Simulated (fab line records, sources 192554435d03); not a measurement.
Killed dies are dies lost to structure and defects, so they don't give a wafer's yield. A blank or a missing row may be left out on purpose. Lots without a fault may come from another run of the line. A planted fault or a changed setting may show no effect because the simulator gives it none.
fab line records | flow n5_finfet
record lots=9 wafers=27 last_day=19
route steps=1938 shown BEOL_M4@1111 BEOL_M11@1575 PASSIVATION@1936
lots that met no fault: from a run of the same line without faults
start_h: hours from the record's first day to the start of the lot's first wafer shown | wait_h: hours since the lot's step before | " the same as in the row above | L1.1+2: a row that stands for several wafers | - no value, or no start given | * or withheld: withheld | < > ~ a bound
route shown NAME@n: a module of which the file shows steps, and the number in the route of the first | usual: mean/standard deviation of fault-free wafers | same: alike in all rows | chamber/n: place in a boat | sites: the reading at each site | _std_site: their standard deviation | _edge_site: outer sites' mean less inner sites' | radius_mm: how far each site lies from the wafer's centre | mask NAME#n: copy n | behind: the tool/chamber that last shaped the wafer | hold: why the lot was held/for how many hours/how that ended | device: the transistor (n, p or np) that didn't switch | end of line: the same wafers' tests at the end of the route | a step without rows: its recipe alone | killed: dies lost to structure and defects at the first sort, not the wafer's yield | map: a wafer's dies, x killed, . not, _ none there
set.NAME: the setting as run; set.NAME@STEP: as run at that earlier step | model.NAME: the simulator's own value behind a step, which no gauge read
steps of the route over a sample of lots; a table a step, a row a wafer
services: from which hour (start_h, from the record's first day; less than 0 if before it) a tool's chamber was out of use, for how many hours, and why
## steps
# step N5_BEOL_M4_RC_MEAS_101
# usual DIBL_N=36.3/1.7 DIBL_P=36.5/2.1 IOFF_N=0.16/0.03 IOFF_P=0.22/0.035 ION_N=675/11 ION_P=465/7.1 SS_N=71.5/0.62 SS_P=73.3/0.64 VT_N=250/3.1 VT_P=-249.1/3
# columns lot.wafer tool chamber start_h wait_h DIBL_N[mV/V] DIBL_P[mV/V] IOFF_N[nA/um] IOFF_P[nA/um] ION_N[uA/um] ION_P[uA/um] SS_N[mV/dec] SS_P[mV/dec] VT_N[mV] VT_P[mV]
L756.2 prober-02 0 188.85 0.2 37.0 37.1 0.16 0.24 688 479 71.4 73.4 249 -247.9
L756.4 " 0 " " 36.8 36.1 0.14 0.21 666 465 71.5 73.0 253 -248.5
L756.5 " 0 " " 38.2 38.9 0.19 0.27 689 476 71.7 73.9 247 -246.0
L757.1 prober-01 0 190.15 0.0 39.5 41.8 0.24 0.32 675 469 72.6 74.9 248 -246.1
L757.2 " 0 " " 37.1 38.5 0.20 0.26 680 472 72.6 73.7 246 -246.7
L757.6 " 0 " " 38.1 40.9 0.21 0.29 696 476 72.8 74.0 245 -245.6
L762.3 prober-02 0 219.44 0.3 38.1 36.5 0.17 0.23 684 472 71.6 73.5 248 -248.6
L762.4 " 0 " " 35.9 34.8 0.14 0.20 675 468 70.9 72.3 250 -249.5
L762.5 " 0 " " 36.9 36.1 0.15 0.22 661 462 71.7 73.3 252 -247.4
L767.1 prober-01 0 297.93 0.0 33.6 33.2 0.13 0.18 654 452 71.5 73.0 251 -250.5
L767.2 " 0 " " 38.5 38.7 0.22 0.27 687 469 72.2 73.7 245 -247.3
L767.4 " 0 " " 33.4 33.4 0.12 0.18 657 458 71.7 73.0 253 -251.6
L772.3 prober-02 0 303.65 0.3 37.7 38.0 0.17 0.21 679 457 72.3 73.4 250 -251.3
L772.4 " 0 " " 37.1 36.4 0.16 0.19 667 447 72.0 72.9 253 -255.7
L772.6 " 0 " " 35.4 35.3 0.13 0.18 665 458 71.1 73.0 252 -252.1
L768.3 prober-02 0 307.56 0.3 39.1 37.8 0.19 0.24 671 470 72.9 73.6 247 -247.0
L768.4 " 0 " " 36.4 35.2 0.15 0.20 664 460 71.8 73.2 252 -249.7
L768.6 " 0 " " 37.4 36.1 0.16 0.23 668 465 71.3 73.7 250 -246.5
L775.1 prober-02 0 312.24 0.0 36.3 37.6 0.16 0.22 682 468 71.6 73.7 251 -250.8
L775.5 " 0 " " 38.9 40.8 0.22 0.28 684 473 72.1 74.7 246 -246.8
L775.6 " 0 " " 38.1 39.7 0.20 0.26 709 484 71.6 74.1 245 -246.6
L769.2 prober-02 0 325.00 0.2 32.9 34.5 0.14 0.19 678 462 71.1 73.4 249 -251.0
L769.4 " 0 " " 33.7 35.4 0.14 0.20 661 459 71.2 72.9 249 -253.3
L769.5 " 0 " " 33.4 34.9 0.14 0.19 660 459 70.5 73.0 252 -251.4
L776.4 prober-02 0 332.50 0.5 36.4 38.1 0.16 0.23 671 467 71.5 73.8 252 -246.8
L776.5 " 0 " " 34.0 35.8 0.13 0.20 686 475 70.5 73.1 253 -248.7
L776.6 " 0 " " 36.9 38.7 0.19 0.24 691 480 71.2 73.9 245 -246.6
# step N5_BEOL_M11_VIA_ETCH_34
# recipe chemistry=C4F6/O2 target=SiCOH_lowk target_depth_a=1845 mask_material=SOC taper_deg=4 time_s=69.2 ion_energy_ev=250 pressure_mtorr=30 source_w=345 bias_w=185 Ar_flow_sccm=300 C4F6_flow_sccm=10 O2_flow_sccm=10
# usual chamber_pressure_mTorr=29.998/0.03 drypump_motor_current_A=5.8/0.36 oes_o_777_au=0.79/0.08 oes_product_au=0.79/0.088 rf_vpp_V=660/10 showerhead_plenum_p_Torr=2.81/0.068 throttle_valve_pct=20.86/0.21
# columns lot.wafer tool chamber start_h wait_h chamber_pressure_mTorr drypump_motor_current_A oes_o_777_au oes_product_au rf_hours_counter_h rf_vpp_V showerhead_plenum_p_Torr throttle_valve_pct
L756.2 rie_diel-02 3 240.72 0.0 30.014 5.5 0.85 0.86 44 659 3.00 20.69
L756.4 " 0 " " 30.064 6.3 0.73 0.71 202 667 2.80 20.77
L756.5 " 1 " " 30.013 6.4 0.70 0.71 - 667 2.82 20.78
L757.1 rie_diel-03 3 240.73 0.0 29.993 5.6 0.90 0.92 11 660 2.90 20.71
L757.2 " 1 " " 29.952 5.3 0.86 0.90 23 652 2.90 20.96
L757.6 " 1 " " 29.974 5.2 0.86 0.90 - 652 2.90 20.96
L762.3 rie_diel-04 2 265.37 0.0 29.973 6.0 0.69 0.69 247 678 2.81 20.82
L762.4 " 0 " " 30.022 5.5 0.71 0.70 226 659 2.80 20.91
L762.5 " 0 " " 29.994 5.5 0.72 0.70 - 659 2.80 20.92
L767.1 rie_diel-02 2 372.17 0.0 29.968 6.3 0.81 0.80 93 664 2.85 20.64
L767.2 " 0 " " 29.973 6.3 0.70 0.69 237 666 2.78 20.84
L767.4 " 3 " " 29.949 5.5 0.80 0.81 81 659 2.98 20.74
L768.3 rie_diel-02 0 374.21 0.0 29.984 6.3 0.70 0.69 238 667 2.78 20.83
L768.4 " 1 " " 29.979 6.4 0.68 0.68 239 665 2.81 20.82
L768.6 " 2 " " 30.010 6.4 0.80 0.78 - 665 2.85 20.66
L772.3 rie_diel-04 3 374.38 0.0 30.038 6.1 0.86 0.83 90 650 2.77 20.79
L772.4 " 0 " " 29.979 5.5 0.70 0.68 248 658 2.79 20.95
L772.6 " 2 " " 30.009 6.0 0.90 0.92 - 676 2.81 20.50
L775.1 rie_diel-03 2 379.47 0.0 29.976 5.7 0.87 0.88 34 677 2.80 21.02
L775.5 " 2 " " 30.025 5.7 0.86 0.87 - 676 2.80 21.03
L775.6 " 0 " " 29.965 5.5 0.70 0.68 - 655 2.71 21.31
L769.2 rie_diel-04 1 387.29 0.0 29.952 5.4 0.77 0.76 141 642 2.73 21.04
L769.4 " 2 " " 30.046 6.0 0.88 0.91 - 677 2.80 20.51
L769.5 " 1 " " 30.031 5.4 0.77 0.76 - 642 2.73 21.06
L776.4 rie_diel-02 2 395.23 0.0 30.022 6.4 0.80 0.78 102 662 2.85 20.64
L776.5 " 0 " " 30.009 6.3 0.70 0.68 - 667 2.78 20.85
L776.6 " 3 " " 29.995 5.5 0.79 0.79 - 658 2.97 20.75
# step N5_BEOL_M11_ETCH_41
# recipe chemistry=CH3F/O2 target=SiCN target_depth_a=426 taper_deg=2 time_s=86 ion_energy_ev=120 mask_material=TiN pressure_mtorr=30 source_w=395 bias_w=75 Ar_flow_sccm=150 CH3F_flow_sccm=30 O2_flow_sccm=20
# usual chamber_pressure_mTorr=30.003/0.029 drypump_motor_current_A=5.8/0.36 oes_product_au=0.79/0.088 rf_vpp_V=296.9/1.3 showerhead_plenum_p_Torr=1.98/0.051 throttle_valve_pct=16.29/0.21
# columns lot.wafer tool chamber start_h wait_h chamber_pressure_mTorr drypump_motor_current_A oes_product_au rf_hours_counter_h rf_vpp_V showerhead_plenum_p_Torr throttle_valve_pct
L756.2 rie_diel-02 3 - - 29.978 5.5 0.85 44 298.8 2.11 16.11
L756.4 " 0 " " 30.023 6.3 0.71 202 297.4 1.97 16.30
L756.5 " 1 " " 29.986 6.4 0.71 - 297.5 1.99 16.25
L757.1 rie_diel-03 3 - - 30.001 5.7 0.90 11 297.8 2.04 16.13
L757.2 " 1 " " 29.963 5.2 0.91 23 299.6 2.04 16.28
L757.6 " 1 " " 29.987 5.2 0.89 - 298.9 2.04 16.27
L762.3 rie_diel-04 2 - - 30.006 6.0 0.69 247 296.7 1.97 16.29
L762.4 " 0 " " 29.979 5.5 0.70 226 296.1 1.97 16.41
L762.5 " 0 " " 30.003 5.5 0.69 - 296.4 1.97 16.41
L767.1 rie_diel-02 2 - - 29.972 6.3 0.79 93 297.3 2.01 16.12
L767.2 " 0 " " 29.995 6.3 0.69 237 297.7 1.96 16.38
L767.4 " 3 " " 29.999 5.5 0.81 81 301.0 2.10 16.18
L768.3 rie_diel-02 0 - - 30.004 6.3 0.69 238 295.8 1.96 16.39
L768.4 " 1 " " 30.032 6.4 0.68 239 297.7 1.97 16.32
L768.6 " 2 " " 30.070 6.3 0.79 - 296.4 2.01 16.12
L772.3 rie_diel-04 3 - - 30.038 6.1 0.83 90 294.7 1.94 16.19
L772.4 " 0 " " 29.989 5.5 0.68 248 296.5 1.96 16.45
L772.6 " 2 " " 30.041 5.9 0.93 - 295.6 1.97 15.87
L775.1 rie_diel-03 2 - - 29.999 5.7 0.88 34 296.2 1.96 16.34
L775.5 " 2 " " 30.037 5.7 0.88 - 295.1 1.96 16.33
L775.6 " 0 " " 30.020 5.5 0.69 - 294.1 1.90 16.75
L769.2 rie_diel-04 1 - - 30.065 5.4 0.76 141 296.2 1.92 16.46
L769.4 " 2 " " 30.030 5.9 0.90 - 295.9 1.97 15.86
L769.5 " 1 " " 29.994 5.4 0.75 - 297.0 1.92 16.45
L776.4 rie_diel-02 2 - - 29.971 6.3 0.78 102 297.2 2.01 16.13
L776.5 " 0 " " 29.960 6.3 0.68 - 296.8 1.95 16.39
L776.6 " 3 " " 30.035 5.5 0.79 - 297.6 2.10 16.21
# step N5_BEOL_M11_SPUTTER_48
# recipe material=Cu target_thk_a=120 temp_c=-20 bias_v=60 power_w=26000 chamber_pressure_pa=0.13 time_s=2
# usual bias_v=59.9/0.63 cathode_dc_power_W=26000/4.9 chuck_sensor_temp_C=-15.7/0.51 throttle_valve_pct=30.1/1.2
# columns lot.wafer tool chamber start_h wait_h bias_v cathode_dc_power_W chuck_sensor_temp_C throttle_valve_pct
L757.1 pvd_sputter-01 - 242.32 0.1 59.9 25992 -16.3 31.1
L757.2 " - " " 59.3 26001 -16.1 31.7
L757.6 " - " " 58.7 26001 -16.0 28.1
L756.2 pvd_sputter-01 - 242.69 0.1 59.8 26011 -15.9 31.4
L756.4 " - " " 59.7 25994 -15.9 30.7
L756.5 " - " " 59.9 25998 -15.8 31.6
L762.3 pvd_sputter-03 - 267.35 0.1 59.8 25998 -16.6 29.3
L762.4 " - " " 60.3 26006 -15.8 29.4
L762.5 " - " " 60.0 26003 -15.8 29.5
L767.1 pvd_sputter-01 - 374.90 0.2 60.0 25999 -15.9 28.2
L767.2 " - " " 60.0 25999 -16.6 30.9
L767.4 " - " " 59.5 25994 -15.7 30.6
L768.3 pvd_sputter-03 - 376.32 0.1 - - - -
L768.4 " - " " - - - -
L768.6 " - " " - - - -
L772.3 pvd_sputter-01 - 376.70 0.1 - - - -
L772.4 " - " " - - - -
L772.6 " - " " - - - -
L775.1 pvd_sputter-02 - 381.23 0.1 59.7 25998 -16.1 30.1
L775.5 " - " " 59.9 26001 -16.0 30.2
L775.6 " - " " 59.9 25998 -15.2 31.6
L769.2 pvd_sputter-02 - 392.47 1.6 60.3 25994 -15.1 31.5
L769.4 " - " " 59.9 26001 -15.7 29.9
L769.5 " - " " 60.4 25998 -15.1 31.4
L776.4 pvd_sputter-01 - 398.86 1.5 59.6 26003 -16.0 31.4
L776.5 " - " " 59.6 25995 -16.4 30.8
L776.6 " - " " 59.4 26001 -16.0 30.6
# step N5_BEOL_M11_CMP_52
# recipe stop_on=SiCOH_lowk t_overpolish_s=7 down_force_psi=1 platen_rpm=50 clearing_platen_down_force_psi=1.5 clearing_platen_rpm=50 post_cmp_clean=cu_alkaline target_thk_nm=140 clearing_platen_pad_velocity_m_s=0.99484 pad_velocity_m_s=0.99484
# usual motor_current_A=5.9/0.5 time_to_endpoint_s=67/3.1
# columns lot.wafer tool chamber start_h wait_h motor_current_A time_to_endpoint_s
L757.2 cmp-02 0 242.84 0.2 5.4 74
L757.1 " 2 " " 5.7 68
L757.6 " 1 " " 6.2 67
L756.4 cmp-01 2 243.35 0.2 6.0 67
L756.2 " 0 " " 4.6 68
L756.5 " 1 " " 6.2 68
L762.3 cmp-01 3 268.64 0.2 6.0 68
L762.4 " 1 " " 5.9 68
L762.5 " 2 " " 5.8 70
L767.1 cmp-02 2 375.42 0.3 5.7 68
L767.2 " 3 " " 6.4 65
L767.4 " 1 " " 6.3 66
L768.4 cmp-02 2 376.86 0.1 5.5 3
L768.3 " 3 " " 6.6 0
L768.6 " 3 " " 6.2 0
L772.3 cmp-02 3 377.54 0.2 6.2 0
L772.4 " 0 " " 5.6 4
L772.6 " 3 " " 6.4 0
L775.1 cmp-02 3 381.94 0.4 6.4 64
L775.5 " 0 " " 5.6 68
L775.6 " 1 " " 6.0 68
L769.4 cmp-01 0 393.07 0.2 4.6 67
L769.2 " 1 " " 6.1 64
L769.5 " 0 " " 4.5 65
L776.4 cmp-01 3 399.58 0.2 6.4 69
L776.6 " 2 " " 5.9 66
L776.5 " 3 " " 6.2 68
# step N5_PASSIVATION_PROBE_49
# usual defect_limited_yield=91.2/1.4 killed_at_M0_to_M3=36/10 killed_at_M4_up=13/5.1 killed_at_contacts=12/5.4 killed_at_front_end=39/11 killed_at_other=3.5/2.4 killed_dies=104/17 killed_on_rim=14/3.8 killed_open=67/13 killed_short=36/8.3 sort_bin_5_function=5.2/0.98 sort_bin_6_memory=3.3/0.68 sort_n_pass=1076/17 sort_yield_pct=91.2/1.4
# same gross_dies=1180 killed_at_back_side=0 sort_bin_4_leakage[%]=0 sort_bin_8_speed[%]=0
# columns lot.wafer tool chamber start_h wait_h defect_limited_yield[%] killed_at_M0_to_M3 killed_at_M4_up killed_at_contacts killed_at_front_end killed_at_other killed_dies killed_on_rim killed_open killed_short sort_bin_5_function[%] sort_bin_6_memory[%] sort_n_pass sort_yield_pct[%]
L762.3 prober-01 - 305.31 0.1 92.8 12 11 6 52 4 85 11 55 30 4.6 2.5 1095 92.8
L768.3 prober-02 - 428.50 0.1 0 41 1092 25 22 0 1180 152 66 36 96.3 3.1 0 0
L768.4 prober-02 - 428.55 0.2 0 30 1121 8 17 4 1180 152 52 19 97.8 2.2 0 0
L768.6 prober-02 - 428.65 0.3 0 36 1104 18 20 2 1180 152 57 40 96.1 3.6 0 0
L772.3 prober-01 - 435.14 0.1 0 31 1091 11 40 7 1180 152 63 35 96.5 3.1 0 0
L772.4 prober-01 - 435.19 0.2 0 23 1098 11 44 4 1180 152 70 24 96.4 3.3 0 0
L772.6 prober-01 - 435.29 0.3 0 24 1097 21 36 2 1180 152 73 23 96.4 3.3 0 0
# killed by level:class
L762.3 FIN_SAQP:geometric_particle:open=19 FIN_SAQP:geometric_particle:short=13 BEOL_M4:geometric_particle:open=7 DUMMY_GATE:geometric_particle:open=6 MOL_CONTACT_COAG:geometric_particle:open=6 DUMMY_GATE:geometric_particle:short=4 BEOL_M3:geometric_particle:open=4 BEOL_M1:geometric_particle:open=3
L768.3 BEOL_M11:area_sputter=538 BEOL_M11:area_ecd=538 MOL_CONTACT_COAG:geometric_particle:open=19 BEOL_M0_SAQP:geometric_particle:open=16 BEOL_M0_SAQP:geometric_particle:short=12 MOL_CONTACT_COAG:geometric_particle:short=5 BEOL_M4:geometric_particle:open=5 STARTING-WAFER:geometric_particle:short=4
L768.4 BEOL_M11:area_sputter=586 BEOL_M11:area_ecd=522 BEOL_M0_SAQP:geometric_particle:open=11 BEOL_M0_SAQP:geometric_particle:short=9 MOL_CONTACT_COAG:geometric_particle:open=5 BEOL_M3:geometric_particle:open=5 STI_FIN_REVEAL:geometric_particle:open=4 BEOL_M4:geometric_particle:open=4
L768.6 BEOL_M11:area_ecd=555 BEOL_M11:area_sputter=528 MOL_CONTACT_COAG:geometric_particle:open=15 BEOL_M0_SAQP:geometric_particle:short=12 BEOL_M0_SAQP:geometric_particle:open=7 FIN_SAQP:geometric_particle:open=6 BEOL_M4:geometric_particle:open=6 BEOL_M1:geometric_particle:open=4
L772.3 BEOL_M11:area_sputter=551 BEOL_M11:area_ecd=531 DUMMY_GATE:geometric_particle:open=13 BEOL_M1:geometric_particle:open=9 MOL_CONTACT_COAG:geometric_particle:open=8 BEOL_M0_SAQP:geometric_particle:short=6 FIN_SAQP:geometric_particle:open=5 BEOL_M3:geometric_particle:open=5
L772.4 BEOL_M11:area_ecd=553 BEOL_M11:area_sputter=532 MOL_CONTACT_COAG:geometric_particle:open=11 STI_FIN_REVEAL:geometric_particle:open=11 DUMMY_GATE:geometric_particle:open=11 BEOL_M4:geometric_particle:open=6 FIN_SAQP:geometric_particle:short=5 BEOL_M0_SAQP:geometric_particle:open=5
L772.6 BEOL_M11:area_ecd=549 BEOL_M11:area_sputter=535 MOL_CONTACT_COAG:geometric_particle:open=19 FIN_SAQP:geometric_particle:open=10 STI_FIN_REVEAL:geometric_particle:open=9 BEOL_M1:geometric_particle:open=8 BEOL_M4:geometric_particle:open=7 BEOL_M0_SAQP:geometric_particle:open=6
## services
# columns tool chamber start_h hours kind
cmp-02 - 220.92 0.7 repair
cmp-02 - 227.92 8.2 pm
rie_diel-03 2 235.29 - clean
rie_diel-03 2 235.29 - consumable_replace:focus_ring
rie_diel-03 2 235.29 19.3 scheduled_down
rie_diel-03 2 235.29 19.3 vent_cycle
cmp-02 - 254.58 1.5 repair
rie_diel-04 2 276.93 - clean
rie_diel-04 2 276.93 - consumable_replace:focus_ring
rie_diel-04 2 276.93 23.6 scheduled_down
rie_diel-04 2 276.93 23.6 vent_cycle
cmp-01 - 281.55 2.3 repair
rie_diel-04 - 291.47 14.6 pm
rie_diel-03 1 298.37 98.2 repair
pvd_sputter-01 - 303.96 11.5 repair
cmp-01 - 336.82 3.7 repair
cmp-01 - 363.47 0.5 repair
rie_diel-04 0 382.52 - clean
rie_diel-04 0 382.52 - consumable_replace:focus_ring
rie_diel-04 0 382.52 16.6 scheduled_down
rie_diel-04 0 382.52 16.6 vent_cycle
cmp-01 - 387.28 4.0 pm
cmp-01 - 391.28 - consumable_replace:conditioner
cmp-01 - 391.28 - consumable_replace:pad
## key
first_sign step=N5_BEOL_M11_SPUTTER_48 reading=tool_record direction=missing
effect step=N5_BEOL_M11_CMP_52 reading=time_to_endpoint_s direction=down sigmas=21 usual=* struck=*
effect step=N5_PASSIVATION_PROBE_49 reading=killed_at_M4_up direction=up sigmas=99+ usual=13 struck=1100
more_kills_born_at N5_BEOL_M11_ECD_50@ecd_cu-01=3248 N5_BEOL_M11_SPUTTER_48@pvd_sputter-03=1652 N5_BEOL_M11_SPUTTER_48@pvd_sputter-01=1618
met_at N5_BEOL_M11_SPUTTER_48
struck_lots L768,L772
later_rows_left_out L768.3,L768.4,L768.6,L772.3,L772.4,L772.6
not_acting_at N5_BEOL_M11_VIA_ETCH_34,N5_BEOL_M11_ETCH_41
onset_between 374.90 376.32
fault kind=skipped_step_whole tool=pvd_sputter-01,pvd_sputter-03 chamber=- onset_h=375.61 steps=N5_BEOL_M11_SPUTTER_48 scope=struck_lots_only
# later_rows_left_out: the simulator's readings of these wafers behind a module that went badly wrong aren't trusted and aren't shown, but for the sort
